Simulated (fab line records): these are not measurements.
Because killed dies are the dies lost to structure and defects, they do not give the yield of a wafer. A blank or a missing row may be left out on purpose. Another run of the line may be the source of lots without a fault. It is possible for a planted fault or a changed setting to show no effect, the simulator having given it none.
fab line records	flow n5_finfet
[record] lots = 10	wafers = 27	last_day = 18
route steps=1938 shown SD_ACTIVATION@334 SDB@361
lots untouched by any fault: they come from a run of this same line in which no faults occurred
start_h: hours from the record's opening day to when the first of the lot's shown wafers began	wait_h: hours since the lot's step before	" as in the row above	L1.1+2: one row covering several wafers at once	- value missing, or start not given	* or withheld: withheld	< > ~ a bound
route shown NAME@n: names a module that has steps shown in the file, with the first one's number in the route	usual: mean/standard deviation taken from wafers without a fault	same: alike in all rows	chamber/n: place in a boat	sites: readings site by site	_std_site: the standard deviation of these	_edge_site: inner sites' mean taken away from outer sites' mean	radius_mm: how far each site lies from the wafer's centre	mask NAME#n: copy n	behind: the most recent tool/chamber to have shaped the wafer	hold: the reason the lot was held/the length of the hold in hours/how it ended	device: the n, p or np transistor that did not switch	end of line: the same wafers' tests at the end of the route	a step with no rows: only its recipe	killed: dies lost to structure and defects at the first sort, not the wafer's yield	map: a wafer's dies, x killed, . not, _ none there
set.NAME: the run value of the setting; set.NAME@STEP: its run value at that earlier step	model.NAME: the simulator's own value behind a step, which no gauge read
steps of the route over a sample of lots; a table a step, a row a wafer
services: a tool's chamber out of use, with start hour (start_h, from the record's first day; less than 0 if before it), hours out, and reason
[[steps]]
[step N5_SD_ACTIVATION_INSPECT_02]
[recipe] inspect_instrument = darkfield	mode = post_anneal
[usual] raw_defect_count = 164/32
lot.wafer	tool	chamber	start_h	wait_h	raw_defect_count
L853.1	defect_inspect-01	-	65.93	0.2	201
L853.3	"	-	"	"	190
L853.6	"	-	"	"	164
L855.2	defect_inspect-02	-	76.91	0.1	178
L855.4	"	-	"	"	147
L855.6	"	-	"	"	182
L858.1	defect_inspect-02	-	96.66	0.2	134
L858.3	"	-	"	"	109
L858.4	"	-	"	"	105
L861.1	defect_inspect-02	-	115.82	0.2	126
L861.2	"	-	"	"	133
L861.5	"	-	"	"	159
L862.2	defect_inspect-02	-	121.39	0.1	171
L862.4	"	-	"	"	162
L862.5	"	-	"	"	196
L863.2	defect_inspect-02	-	126.92	0.1	154
L863.4	"	-	"	"	102
L863.6	"	-	"	"	137
L867.1	defect_inspect-01	-	147.42	0.2	156
L867.2	"	-	"	"	157
L870.2	defect_inspect-02	-	166.43	0.2	151
L870.5	"	-	"	"	157
L872.4	defect_inspect-01	-	178.79	0.1	195
L872.5	"	-	"	"	165
L874.1	defect_inspect-02	-	196.13	0.2	105
L874.3	"	-	"	"	164
L874.4	"	-	"	"	126
[step N5_SDB_ETCH_18]
[recipe] chemistry = N2/H2	target = SOC	target_depth_a = 1000	overetch_a = 200	mask_material = SiARC	temp_c = 40	time_s = 150	ion_energy_ev = 200	pressure_mtorr = 30	source_w = 840	bias_w = 150	n2_flow_sccm = 200	h2_flow_sccm = 200
[usual] bias_w = 150.0/0.46	drypump_motor_current_A = 5.8/0.41	oes_product_au = 0.72/0.092	rf_fwd_power_W = 837.2/2.7	rf_vpp_V = 524/3.2	showerhead_plenum_p_Torr = 2.54/0.11	temp_c = 40.00/0.12	throttle_valve_pct = 17.82/0.24
lot.wafer	tool	chamber	start_h	wait_h	bias_w	drypump_motor_current_A	oes_product_au	rf_fwd_power_W	rf_hours_counter_h	rf_vpp_V	showerhead_plenum_p_Torr	temp_c	throttle_valve_pct
L853.1	rie_diel-03	3	73.33	0.0	150.3	6.5	0.66	838.0	148	524	2.52	40.17	17.46
L853.3	"	1	"	"	150.1	5.4	0.85	843.4	11	529	2.73	39.94	17.92
L853.6	"	2	"	"	149.8	5.7	0.64	831.8	-	521	2.44	40.19	18.06
L855.2	rie_diel-01	2	84.22	0.0	149.5	5.1	0.62	834.6	241	525	2.49	39.88	17.70
L855.4	"	0	"	"	149.6	5.6	0.62	837.9	-	523	2.51	40.03	18.15
L855.6	"	2	"	"	149.6	5.1	0.61	835.0	-	523	2.49	40.09	17.70
L858.1	rie_diel-01	3	104.11	0.0	149.7	6.5	0.87	836.0	2	529	2.71	40.02	17.79
L858.3	"	2	"	"	150.0	5.1	0.62	840.3	249	524	2.48	39.86	17.72
L858.4	"	1	"	"	150.7	5.9	0.83	838.8	-	523	2.51	39.96	17.79
L861.1	rie_diel-01	1	123.09	0.0	149.4	5.9	0.82	835.4	37	521	2.50	39.88	17.81
L861.2	"	3	"	"	150.7	6.5	0.83	837.6	10	527	2.70	40.06	17.81
L861.5	"	0	"	"	149.8	5.7	0.87	841.0	-	523	2.50	39.83	17.73
L862.2	rie_diel-03	0	128.68	0.0	150.0	5.6	0.63	833.3	247	519	2.40	40.05	17.83
L862.4	"	3	"	"	150.6	6.5	0.65	839.6	166	522	2.52	40.05	17.44
L862.5	"	3	"	"	150.6	6.5	0.65	837.9	-	524	2.52	39.96	17.49
L863.2	rie_diel-03	3	134.48	0.0	150.3	6.4	0.65	837.1	168	524	2.52	40.09	17.48
L863.4	"	0	"	"	149.8	5.6	0.62	827.8	248	518	2.40	39.91	17.85
L863.6	"	0	"	"	150.0	5.7	0.63	833.3	-	519	2.40	39.78	17.82
L867.1	rie_diel-03	3	154.41	0.0	149.9	6.5	0.65	842.8	177	523	2.51	40.06	17.48
L867.2	"	2	"	"	150.2	5.7	0.62	841.3	222	521	2.42	40.06	18.14
L870.2	rie_diel-03	1	174.01	0.0	149.7	5.5	0.78	837.3	51	527	2.72	39.96	17.99
L870.5	"	3	"	"	150.1	6.5	0.63	835.5	-	524	2.51	40.10	17.51
L872.4	rie_diel-03	3	187.02	0.0	150.0	6.5	0.63	834.6	192	522	2.51	40.09	17.49
L872.5	"	3	"	"	150.0	6.4	0.64	835.3	-	522	2.50	40.08	17.51
L874.1	rie_diel-05	1	203.04	0.0	149.8	5.6	0.81	834.5	19	523	2.50	39.74	17.75
L874.3	"	2	"	"	149.5	5.6	0.75	842.3	63	528	2.67	39.97	17.64
L874.4	"	3	"	"	149.9	5.5	0.61	836.1	249	525	2.62	39.97	18.09
[step N5_SDB_HM_OPEN_20]
[recipe] chemistry = CH3F/O2	target = SiNx	mask_material = SOC	target_depth_a = 240	stop_on = poly-Si	over_etch_frac = 0.4	ion_energy_ev = 120	pressure_mtorr = 30	source_w = 395	bias_w = 73	Ar_flow_sccm = 150	CH3F_flow_sccm = 30	O2_flow_sccm = 20
[usual] bias_w = 73.02/0.23	drypump_motor_current_A = 5.7/0.4	oes_product_au = 0.66/0.084	rf_fwd_power_W = 392.2/1.2	rf_vpp_V = 302/5	showerhead_plenum_p_Torr = 2.00/0.091	throttle_valve_pct = 16.34/0.22
lot.wafer	tool	chamber	start_h	wait_h	bias_w	drypump_motor_current_A	oes_product_au	rf_fwd_power_W	rf_hours_counter_h	rf_vpp_V	showerhead_plenum_p_Torr	throttle_valve_pct
L853.1	rie_diel-03	3	73.49	0.0	72.79	6.4	0.61	392.8	148	307	1.99	16.11
L853.3	"	1	"	"	73.25	5.4	0.77	392.8	11	308	2.13	16.25
L853.6	"	2	"	"	72.79	5.6	0.58	391.8	-	301	1.91	16.57
L855.2	rie_diel-01	2	84.38	0.0	73.05	5.0	0.57	392.0	241	307	1.96	16.40
L855.4	"	0	"	"	72.96	5.6	0.56	393.4	-	300	1.97	16.67
L855.6	"	2	"	"	72.97	5.1	0.57	391.5	-	307	1.96	16.37
L858.1	rie_diel-01	3	104.27	0.0	73.09	6.5	0.77	392.5	2	305	2.15	16.48
L858.3	"	2	"	"	72.94	5.1	0.56	390.9	249	309	1.96	16.42
L858.4	"	1	"	"	73.20	5.8	0.76	391.1	-	294	1.97	16.10
L861.1	rie_diel-01	1	123.25	0.0	72.79	5.8	0.74	390.6	37	295	1.96	16.09
L861.2	"	3	"	"	73.12	6.5	0.75	392.5	10	307	2.15	16.51
L861.5	"	0	"	"	72.69	5.6	0.79	393.7	-	299	1.97	16.22
L862.2	rie_diel-03	0	128.83	0.0	73.20	5.6	0.56	390.3	247	301	1.88	16.28
L862.4	"	3	"	"	73.02	6.4	0.59	392.3	166	307	1.99	16.14
L862.5	"	3	"	"	72.86	6.5	0.60	394.3	-	308	1.99	16.13
L863.2	rie_diel-03	3	134.64	0.0	73.05	6.4	0.60	392.8	168	310	1.99	16.15
L863.4	"	0	"	"	73.09	5.6	0.57	389.3	248	300	1.88	16.29
L863.6	"	0	"	"	73.04	5.6	0.59	391.0	-	300	1.88	16.28
L867.1	rie_diel-03	3	154.57	0.0	73.28	6.4	0.59	391.2	177	308	1.98	16.18
L867.2	"	2	"	"	73.16	5.7	0.57	393.7	222	301	1.90	16.64
L870.2	rie_diel-03	1	174.17	0.0	72.93	5.5	0.72	393.6	51	307	2.12	16.34
L870.5	"	3	"	"	73.39	6.4	0.59	392.0	-	307	1.98	16.19
L872.4	rie_diel-03	3	187.18	0.0	73.20	6.4	0.59	393.3	192	308	1.98	16.21
L872.5	"	3	"	"	73.69	6.4	0.58	392.6	-	307	1.98	16.20
L874.1	rie_diel-05	1	203.19	0.0	73.10	5.6	0.74	392.9	19	291	1.97	16.20
L874.3	"	2	"	"	72.83	5.7	0.69	391.9	63	304	2.10	16.17
L874.4	"	3	"	"	73.12	5.5	0.57	392.0	249	303	2.05	16.68
[step N5_SDB_STRIP_22]
[recipe] chemistry = N2/H2	power_w = 1000	temp_c = 250	h2_frac = 0.65	overash_fraction = 0.3	pressure_mtorr = withheld	n2_flow_sccm = 1750	h2_flow_sccm = 3250
[usual] drypump_motor_current_A = 6.09/0.13	heater_power_w = 319/34	oes_product_au = 0.715/0.0047	strip_time_to_endpoint_s = 96.2/0.4	temp_c = 250.03/0.17
lot.wafer	tool	chamber	start_h	wait_h	drypump_motor_current_A	heater_power_w	oes_product_au	rf_hours_counter_h	strip_time_to_endpoint_s	temp_c
L853.1	plasma_asher-01	1	73.57	0.1	5.93	351	0.712	40	96.4	250.22
L853.3	"	1	"	"	5.91	365	0.705	-	96.3	250.04
L853.6	"	1	"	"	5.90	362	0.711	-	96.9	250.06
L855.2	plasma_asher-01	0	84.46	0.1	6.28	290	0.708	41	96.7	250.29
L855.4	"	0	"	"	6.24	287	0.712	-	97.0	250.00
L855.6	"	0	"	"	6.27	285	0.717	-	96.4	249.91
L858.1	plasma_asher-02	0	104.35	0.1	6.00	287	0.720	94	96.2	249.97
L858.3	"	0	"	"	6.01	282	0.709	-	97.0	249.91
L858.4	"	1	"	"	6.13	338	0.714	-	96.0	250.04
L861.1	plasma_asher-01	0	123.33	0.1	6.25	281	0.722	47	95.7	250.34
L861.2	"	1	"	"	6.00	362	0.706	47	95.7	249.79
L861.5	"	0	"	"	6.23	292	0.721	-	96.3	250.21
L862.2	plasma_asher-02	1	128.92	0.1	6.12	338	0.710	98	96.7	249.99
L862.4	"	1	"	"	6.15	336	0.712	-	96.3	250.08
L862.5	"	1	"	"	6.13	340	0.715	-	96.5	250.31
L863.2	plasma_asher-02	1	134.95	0.3	6.15	338	0.711	100	95.8	250.02
L863.4	"	0	"	"	5.99	286	0.718	-	96.4	250.11
L863.6	"	0	"	"	6.02	292	0.716	-	96.5	250.28
L867.1	plasma_asher-01	1	154.70	0.1	5.92	347	0.713	52	96.1	250.13
L867.2	"	0	"	"	6.25	281	0.710	52	86.6	250.10
L870.2	plasma_asher-01	1	174.25	0.1	5.91	354	0.707	58	85.7	250.10
L870.5	"	0	"	"	6.26	285	0.705	-	85.9	249.62
L872.4	plasma_asher-01	0	187.30	0.1	6.25	287	0.727	-	96.3	249.74
L872.5	"	1	"	"	6.00	349	0.707	-	85.4	249.81
L874.1	plasma_asher-01	1	203.28	0.1	5.96	362	0.717	64	96.1	249.89
L874.3	"	0	"	"	6.28	292	0.718	-	96.0	249.91
L874.4	"	1	"	"	5.99	358	0.708	-	95.6	249.99
[step N5_SDB_ETCH_25]
[recipe] chemistry = C4F6/O2	target = SiO2	target_depth_a = 100	time_s = 3.3	ion_energy_ev = 250	mask_material = SiNx	pressure_mtorr = 30	source_w = 345	bias_w = 185	Ar_flow_sccm = 300	C4F6_flow_sccm = 10	O2_flow_sccm = 10
[usual] bias_w = 185.0/0.52	drypump_motor_current_A = 5.7/0.41	oes_product_au = 0.83/0.11	rf_fwd_power_W = 342.4/1.2	rf_vpp_V = 676/12	showerhead_plenum_p_Torr = 2.85/0.13	throttle_valve_pct = 21.18/0.24
lot.wafer	tool	chamber	start_h	wait_h	bias_w	drypump_motor_current_A	oes_product_au	rf_fwd_power_W	rf_hours_counter_h	rf_vpp_V	showerhead_plenum_p_Torr	throttle_valve_pct
L853.1	rie_diel-05	0	74.24	0.5	185.3	5.5	0.83	342.7	80	651	2.65	21.40
L853.3	"	1	"	"	184.8	5.6	0.68	341.6	232	655	2.83	21.51
L853.6	"	1	"	"	184.7	5.6	0.68	341.4	-	654	2.83	21.52
L855.2	rie_diel-05	3	84.68	0.0	184.9	5.5	0.71	343.1	205	677	2.94	21.38
L855.4	"	1	"	"	185.4	5.5	0.68	340.8	235	654	2.83	21.51
L855.6	"	1	"	"	185.8	5.5	0.67	340.6	-	654	2.83	21.51
L858.1	rie_diel-01	1	104.75	0.2	185.4	5.9	0.94	343.2	28	660	2.80	20.98
L858.3	"	3	"	"	185.6	6.5	0.97	343.3	2	684	3.06	21.49
L858.4	"	2	"	"	185.0	5.1	0.69	340.8	-	689	2.78	21.12
L861.1	rie_diel-05	1	123.54	0.0	184.9	5.6	0.66	342.4	248	657	2.82	21.54
L861.2	"	3	"	"	184.6	5.5	0.71	343.2	219	677	2.93	21.40
L861.5	"	2	"	"	185.1	5.7	0.88	343.1	-	680	2.99	20.93
L862.2	rie_diel-03	2	129.13	0.0	185.2	5.7	0.70	344.6	211	675	2.71	21.38
L862.4	"	3	"	"	185.5	6.5	0.74	341.1	166	690	2.83	20.92
L862.5	"	1	"	"	185.4	5.4	0.92	342.7	-	685	3.02	21.20
L863.2	rie_diel-01	0	135.17	0.0	184.8	5.6	0.94	343.4	5	670	2.80	21.10
L863.4	"	3	"	"	185.1	6.4	0.93	343.7	-	685	3.05	21.49
L863.6	"	0	"	"	185.3	5.6	0.93	343.9	-	670	2.80	21.12
L867.1	rie_diel-05	1	155.35	0.5	185.1	5.6	0.95	342.0	1	655	2.82	21.13
L867.2	"	0	"	"	185.4	5.5	0.80	341.7	109	653	2.63	21.43
L870.2	rie_diel-01	2	174.47	0.0	184.7	5.1	0.94	342.1	14	689	2.77	20.79
L870.5	"	2	"	"	184.6	5.1	0.93	342.5	-	687	2.77	20.79
L872.4	rie_diel-05	0	187.48	0.0	185.9	5.5	0.79	341.9	120	653	2.63	21.45
L872.5	"	0	"	"	185.3	5.5	0.79	342.9	-	652	2.63	21.45
L874.1	rie_diel-01	1	203.50	0.0	184.2	5.8	0.88	342.7	67	660	2.78	21.04
L874.3	"	0	"	"	184.3	5.6	0.87	342.9	31	672	2.79	21.16
L874.4	"	1	"	"	184.9	5.8	0.88	343.9	-	658	2.78	21.04
[[services]]
tool	chamber	start_h	hours	kind
plasma_asher-01	-	53.54	17.2	repair
rie_diel-03	2	54.26	1.3	repair
rie_diel-01	2	61.20	4.2	repair
rie_diel-01	3	80.59	-	clean
rie_diel-01	3	80.59	-	consumable_replace:focus_ring
rie_diel-01	3	80.59	-	consumable_replace:showerhead
rie_diel-01	3	80.59	19.0	scheduled_down
rie_diel-01	3	80.59	19.0	vent_cycle
plasma_asher-01	-	85.42	2.8	pm
plasma_asher-01	-	95.43	3.5	repair
rie_diel-01	0	102.87	-	clean
rie_diel-01	0	102.87	-	consumable_replace:focus_ring
rie_diel-01	0	102.87	18.1	scheduled_down
plasma_asher-01	-	128.60	21.9	repair
rie_diel-03	0	138.30	-	clean
rie_diel-03	0	138.30	-	consumable_replace:focus_ring
rie_diel-03	0	138.30	-	consumable_replace:showerhead
rie_diel-03	0	138.30	41.9	scheduled_down
rie_diel-03	0	138.30	41.9	vent_cycle
plasma_asher-02	-	150.53	14.6	pm
rie_diel-03	2	165.53	5.8	repair
plasma_asher-02	-	169.99	1.7	repair
rie_diel-05	0	191.10	10.4	repair
rie_diel-01	2	193.46	18.9	repair
[[key]]
[first_sign] step = N5_SDB_STRIP_22	reading = strip_time_to_endpoint_s	direction = down	sigmas = 26	usual = *	struck = *
effect none on later readings
met_at N5_SDB_HM_OPEN_20
struck_lots L867,L870,L872
struck_wafers L867.2,L870.2,L870.5,L872.5
tester_left_out L867,L870,L872
not_acting_at N5_SD_ACTIVATION_INSPECT_02,N5_SDB_ETCH_18,N5_SDB_ETCH_25
onset_between 134.64 154.57
[fault] kind = process_parameter_drift	tool = rie_diel-03	chamber = -	onset_h = 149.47	steps = N5_SDB_HM_OPEN_20	channel = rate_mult	offset = 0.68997	shape = step	end_h = 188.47	scope = struck_wafers_only
// tester_left_out: of these lots the tester's yield and bins aren't shown, on N5 and GAA mostly nor the transistor test; their killed dies are dies lost to structure and defects alone, not to doping, threshold or leakage, so they don't give the yield
